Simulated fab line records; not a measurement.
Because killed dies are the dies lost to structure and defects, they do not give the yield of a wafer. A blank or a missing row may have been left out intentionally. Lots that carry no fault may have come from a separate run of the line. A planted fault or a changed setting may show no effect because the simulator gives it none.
2 desks, one fault :: flow n5_finfet :: only its own numbers are on each desk; what lay behind them is given at the end

## DESK OF THE TOOL OWNER: rie_metal-01
The tool's own readings at N5_GATE_CUT_ETCH_56 (etches TiN in Cl2/Ar, target depth 21.6 nm): means of the sampled wafers that have a number, for each lot that ran on this tool. A lot is out of limits, marked OUT, if its mean lies more than 4 standard deviations from the usual mean; the brackets give that distance.
Columns: A = drypump_motor_current_A at N5_GATE_CUT_ETCH_56, usual 5.61 A; B = oes_product_au at N5_GATE_CUT_ETCH_56, usual 0.78 a.u.; C = rf_fwd_power_W at N5_GATE_CUT_ETCH_56, usual 595.0 W; D = throttle_valve_pct at N5_GATE_CUT_ETCH_56, usual 21.20 %
lot: L266
first seen here: day 4 08:10
A: 5.39
B: 0.93
C: 592.5
D: 21.09

lot: L272
first seen here: day 5 20:54
A: 5.38
B: 0.90
C: 593.8
D: 21.11

lot: L273
first seen here: day 6 02:50
A: 5.39
B: 0.90
C: 593.1
D: 21.09

lot: L277
first seen here: day 6 23:36
A: 5.70
B: 1.07
C: 741.9 (+67) OUT
D: 21.17

lot: L278
first seen here: day 7 09:16
A: 5.55
B: 1.03
C: 738.3 (+65) OUT
D: 21.07
This desk finds L277, L278 out of limits, L277 being first, at day 6 23:36 (rf_fwd_power_W at N5_GATE_CUT_ETCH_56). L266, L272, L273: within limits.

## AT THE METROLOGY DESK
What the gauges read for every lot (on any tool): the sampled wafers with a number, averaged. A lot is out of limits, marked OUT, if its mean lies more than 4 standard deviations from the usual mean; the brackets give that distance. Readings shown: 7 of its 10, picked as those furthest out on some lot.
Columns: A = IOFF_N at N5_BEOL_M4_RC_MEAS_101, usual 0.16 nA/um; B = IOFF_P at N5_BEOL_M4_RC_MEAS_101, usual 0.21 nA/um; C = ION_N at N5_BEOL_M4_RC_MEAS_101, usual 678 uA/um; D = ION_P at N5_BEOL_M4_RC_MEAS_101, usual 465 uA/um; E = SS_N at N5_BEOL_M4_RC_MEAS_101, usual 71.4 mV/dec; F = VT_N at N5_BEOL_M4_RC_MEAS_101, usual 249 mV; G = VT_P at N5_BEOL_M4_RC_MEAS_101, usual -250.0 mV
lot: L266
first seen here: day 7 18:09
A: 0.14
B: 0.23
C: 659
D: 468
E: 71.7
F: 254
G: -245.4

lot: L268
first seen here: day 8 23:31
A: 0.16
B: 0.20
C: 674
D: 458
E: 71.3
F: 252
G: -252.4

lot: L270
first seen here: day 9 03:50
A: 0.18
B: 0.25
C: 686
D: 468
E: 72.2
F: 248
G: -250.6

lot: L272
first seen here: day 9 06:28
A: 0.16
B: 0.21
C: 681
D: 467
E: 71.7
F: 249
G: -249.2

lot: L273
first seen here: day 9 07:47
A: 0.13
B: 0.19
C: 664
D: 464
E: 71.1
F: 252
G: -250.5

lot: L274
first seen here: day 10 17:14
A: 0.17
B: 0.19
C: 673
D: 454
E: 71.9
F: 251
G: -253.6

lot: L276
first seen here: day 10 22:55
A: 0.15
B: 0.21
C: 682
D: 465
E: 71.8
F: 247
G: -249.9

lot: L277
first seen here: day 11 15:52
A: 0.15
B: 0.22
C: 669
D: 462
E: 71.8
F: 251
G: -249.1

lot: L278
first seen here: day 11 16:26
A: 0.20
B: 0.26
C: 694
D: 476
E: 71.7
F: 245
G: -248.3

lot: L285
first seen here: day 13 20:16
A: 0.14
B: 0.20
C: 675
D: 464
E: 70.9
F: 250
G: -249.8

lot: L289
first seen here: day 14 01:16
A: 0.15
B: 0.21
C: 674
D: 467
E: 70.8
F: 251
G: -250.2
Result from this desk: across the 11 lots, nothing is out of limits.

## BROUGHT TOGETHER
The tool owner's desk had the chance to raise an alarm at day 6 23:36 on L277, L278.
Nothing out of limits was seen by the metrology desk.
The metrology desk has L277, L278 on record, within its limits.
Every lot named ran N5_GATE_CUT_ETCH_56 on rie_metal-01.

## WHAT THE SIMULATOR HAD INSERTED
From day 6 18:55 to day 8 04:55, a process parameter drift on rie_metal-01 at N5_GATE_CUT_ETCH_56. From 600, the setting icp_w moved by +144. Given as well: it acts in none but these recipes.
Struck lots among those shown: L277, L278.
Each desk's first reading out of limits, in hours after the fault started: the tool owner's desk, 5.
